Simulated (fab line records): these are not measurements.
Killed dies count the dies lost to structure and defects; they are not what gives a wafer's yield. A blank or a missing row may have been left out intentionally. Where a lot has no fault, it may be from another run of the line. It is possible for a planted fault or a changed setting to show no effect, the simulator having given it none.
Matching of chambers :: flow nandHarc :: pecvd-01 running NHARC_THIN_TSV_DEP_43: 3 sister chambers
The step deposits SiO2, target thk 1328.5 nm. 3 wafers are shown with their chamber, then 9 later ones without.

## WAFERS WITH THEIR CHAMBER
wafer: L786.4
chamber: 1
throttleValvePct (%): 16.0

wafer: L790.1
chamber: 2
throttleValvePct (%): 16.5

wafer: L790.6
chamber: 0
throttleValvePct (%): 16.5

## WAFERS WHOSE CHAMBER IS MISSING
wafer: L791.3
throttleValvePct (%): 16.1

wafer: L791.4
throttleValvePct (%): 16.4

wafer: L791.5
throttleValvePct (%): 16.8

wafer: L792.1
throttleValvePct (%): 16.2

wafer: L792.2
throttleValvePct (%): 16.7

wafer: L792.5
throttleValvePct (%): 16.7

wafer: L794.3
throttleValvePct (%): 16.1

wafer: L794.5
throttleValvePct (%): 16.2

wafer: L794.6
throttleValvePct (%): 16.7

## WHICH CHAMBER EACH ONE RAN IN
wafer: L791.3
from the rows above: can't be placed: 1 or 0 or 2
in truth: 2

wafer: L791.4
from the rows above: can't be placed: 0 or 2 or 1
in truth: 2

wafer: L791.5
from the rows above: can't be placed: 0 or 2
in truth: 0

wafer: L792.1
from the rows above: can't be placed: 1 or 0 or 2
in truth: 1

wafer: L792.2
from the rows above: can't be placed: 0 or 2
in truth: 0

wafer: L792.5
from the rows above: can't be placed: 0 or 2
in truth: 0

wafer: L794.3
from the rows above: can't be placed: 1 or 0 or 2
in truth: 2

wafer: L794.5
from the rows above: can't be placed: 1 or 0 or 2
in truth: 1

wafer: L794.6
from the rows above: can't be placed: 0 or 2
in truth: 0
0 of 9 placed correctly. Can't be placed from these rows: 9 (the true chamber is among the candidates in 9). Wrongly placed: 0.
How it was worked out, from the rows above alone: a wafer's distance from a chamber is the root of the sum, over the readings, of the square of ((its reading less the chamber's mean) divided by the reading's scatter). The wafer belongs to the nearest chamber; if the next one is less than 2 further off, it can't be placed. Each chamber's mean is taken over the wafers shown for it. The scatter: root of mean squared gap, hidden wafer to nearest shown wafer, with one shown wafer a chamber.
